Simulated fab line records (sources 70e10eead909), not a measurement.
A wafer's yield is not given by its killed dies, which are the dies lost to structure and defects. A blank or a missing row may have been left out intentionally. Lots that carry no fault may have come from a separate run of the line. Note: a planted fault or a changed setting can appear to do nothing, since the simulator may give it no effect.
Matching of chambers | flow nand harc | NHARC_P_CONTACT_STRIP_28 on rie diel-02 has 4 sister chambers
The step strips in O2. 16 wafers are shown with their chamber, then 7 later ones without.

## WAFERS WITH THEIR CHAMBER
wafer  | chamber | showerhead plenum p Torr (Torr) | drypump motor current A (A) | oes product au (a.u.)
L968.1 | 2       | 3.39                            | 6.2                         | 1.006
L968.2 | 0       | 3.43                            | 5.6                         | 1.004
L968.6 | 1       | 3.41                            | 6.0                         | 0.990
L967.1 | 2       | 3.39                            | 6.2                         | 1.020
L967.3 | 0       | 3.43                            | 5.5                         | 1.009
L967.4 | 1       | 3.41                            | 6.0                         | 0.995
L972.3 | 2       | 3.39                            | 6.2                         | 1.001
L972.4 | 1       | 3.41                            | 6.1                         | 0.997
L972.6 | 0       | 3.42                            | 5.6                         | 1.004
L975.1 | 2       | 3.39                            | 6.2                         | 1.002
L975.2 | 3       | 3.73                            | 5.8                         | 0.983
L975.6 | 0       | 3.42                            | 5.5                         | 1.006
L974.1 | 2       | 3.39                            | 6.2                         | 0.991
L974.2 | 1       | 3.41                            | 6.0                         | 1.003
L974.5 | 0       | 3.42                            | 5.6                         | 0.995
L977.1 | 2       | 3.39                            | 6.2                         | 0.995

SIGNATURES, as means of the wafers listed above
reading                  | chamber 0 | chamber 1 | chamber 2 | chamber 3 | scatter within a chamber
showerhead plenum p Torr | 3.4240    | 3.4100    | 3.3900    | 3.7300    | 0.00316
drypump motor current A  | 5.560     | 6.025     | 6.200     | 5.800     | 0.0403
oes product au           | 1.00360   | 0.99625   | 1.00250   | 0.98300   | 0.00767
Rule: a wafer lies at a distance from a chamber equal to the root of the sum of squares, over the readings, of (its reading less the chamber's mean, divided by the reading's scatter). The wafer belongs to the nearest chamber; if the next one is less than 2 further off, it can't be placed. The scatter: the root of (the sum of the squares of (reading less its chamber's mean) over the shown wafers, divided by (wafers less chambers)).

## WAFERS WHOSE CHAMBER IS MISSING
wafer  | showerhead plenum p Torr (Torr) | drypump motor current A (A) | oes product au (a.u.)
L977.2 | 3.41                            | 6.0                         | 1.012
L985.3 | 3.38                            | 6.2                         | 0.992
L985.4 | 3.41                            | 6.0                         | 0.997
L985.6 | 3.42                            | 5.6                         | 1.001
L987.1 | 3.72                            | 5.8                         | 0.995
L987.4 | 3.38                            | 6.2                         | 0.990
L987.6 | 3.72                            | 5.8                         | 0.989

## WHICH CHAMBER EACH WENT THROUGH
wafer  | from the rows above | in truth
L977.2 | 1                   | 1
L985.3 | 2                   | 2
L985.4 | 1                   | 1
L985.6 | 0                   | 0
L987.1 | 3                   | 3
L987.4 | 2                   | 2
L987.6 | 3                   | 3
Placed correctly: 7 of 7. From these rows, 0 cannot be placed. 0 placed wrongly.
